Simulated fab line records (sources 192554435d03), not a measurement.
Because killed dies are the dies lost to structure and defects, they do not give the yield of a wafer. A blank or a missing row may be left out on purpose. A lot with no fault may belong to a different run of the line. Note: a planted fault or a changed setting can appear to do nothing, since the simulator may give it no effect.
Chamber matching || flow n5_finfet || 4 sister chambers for N5_BEOL_M14_DESCUM_33 on rie_diel-01
The step chemistry O2, time 7.9 s. 8 wafers are shown with their chamber, then 10 later ones without.

## WAFERS, EACH WITH ITS CHAMBER
{"wafer": "L081.1", "chamber": 0, "showerhead_plenum_p_Torr (Torr)": 2.13, "throttle_valve_pct (%)": 20.24}
{"wafer": "L081.3", "chamber": 1, "showerhead_plenum_p_Torr (Torr)": 2.21, "throttle_valve_pct (%)": 20.05}
{"wafer": "L081.4", "chamber": 2, "showerhead_plenum_p_Torr (Torr)": 2.14, "throttle_valve_pct (%)": 20.36}
{"wafer": "L083.1", "chamber": 1, "showerhead_plenum_p_Torr (Torr)": 2.21, "throttle_valve_pct (%)": 20.05}
{"wafer": "L083.4", "chamber": 3, "showerhead_plenum_p_Torr (Torr)": 2.08, "throttle_valve_pct (%)": 20.50}
{"wafer": "L083.6", "chamber": 2, "showerhead_plenum_p_Torr (Torr)": 2.13, "throttle_valve_pct (%)": 20.35}
{"wafer": "L087.1", "chamber": 0, "showerhead_plenum_p_Torr (Torr)": 2.13, "throttle_valve_pct (%)": 20.22}
{"wafer": "L087.3", "chamber": 3, "showerhead_plenum_p_Torr (Torr)": 2.08, "throttle_valve_pct (%)": 20.48}

## WAFERS WITHOUT THEIR CHAMBER
{"wafer": "L087.6", "showerhead_plenum_p_Torr (Torr)": 2.13, "throttle_valve_pct (%)": 20.36}
{"wafer": "L089.1", "showerhead_plenum_p_Torr (Torr)": 2.13, "throttle_valve_pct (%)": 20.38}
{"wafer": "L089.4", "showerhead_plenum_p_Torr (Torr)": 2.21, "throttle_valve_pct (%)": 20.09}
{"wafer": "L089.6", "showerhead_plenum_p_Torr (Torr)": 2.12, "throttle_valve_pct (%)": 20.22}
{"wafer": "L090.2", "showerhead_plenum_p_Torr (Torr)": 2.20, "throttle_valve_pct (%)": 20.10}
{"wafer": "L090.3", "showerhead_plenum_p_Torr (Torr)": 2.12, "throttle_valve_pct (%)": 20.26}
{"wafer": "L090.4", "showerhead_plenum_p_Torr (Torr)": 2.08, "throttle_valve_pct (%)": 20.51}
{"wafer": "L094.2", "showerhead_plenum_p_Torr (Torr)": 2.12, "throttle_valve_pct (%)": 20.38}
{"wafer": "L094.4", "showerhead_plenum_p_Torr (Torr)": 2.07, "throttle_valve_pct (%)": 20.51}
{"wafer": "L094.5", "showerhead_plenum_p_Torr (Torr)": 2.20, "throttle_valve_pct (%)": 20.11}

## THE CHAMBER EACH PASSED THROUGH
{"wafer": "L087.6", "from the rows above": 2, "in truth": 2}
{"wafer": "L089.1", "from the rows above": 2, "in truth": 2}
{"wafer": "L089.4", "from the rows above": 1, "in truth": 1}
{"wafer": "L089.6", "from the rows above": 0, "in truth": 0}
{"wafer": "L090.2", "from the rows above": 1, "in truth": 1}
{"wafer": "L090.3", "from the rows above": 0, "in truth": 0}
{"wafer": "L090.4", "from the rows above": 3, "in truth": 3}
{"wafer": "L094.2", "from the rows above": 2, "in truth": 2}
{"wafer": "L094.4", "from the rows above": 3, "in truth": 3}
{"wafer": "L094.5", "from the rows above": 1, "in truth": 1}
Correctly placed: 10 of 10. From these rows, 0 cannot be placed. 0 placed wrongly.
How it was worked out, from the rows above alone: a wafer's distance from a chamber is the root of the sum, over the readings, of the square of ((its reading less the chamber's mean) divided by the reading's scatter). The wafer belongs to the nearest chamber; if the next one is less than 2 further off, it can't be placed. A chamber's mean is the mean of its shown wafers. The scatter: the root of (the sum of the squares of (reading less its chamber's mean) over the shown wafers, divided by (wafers less chambers)).
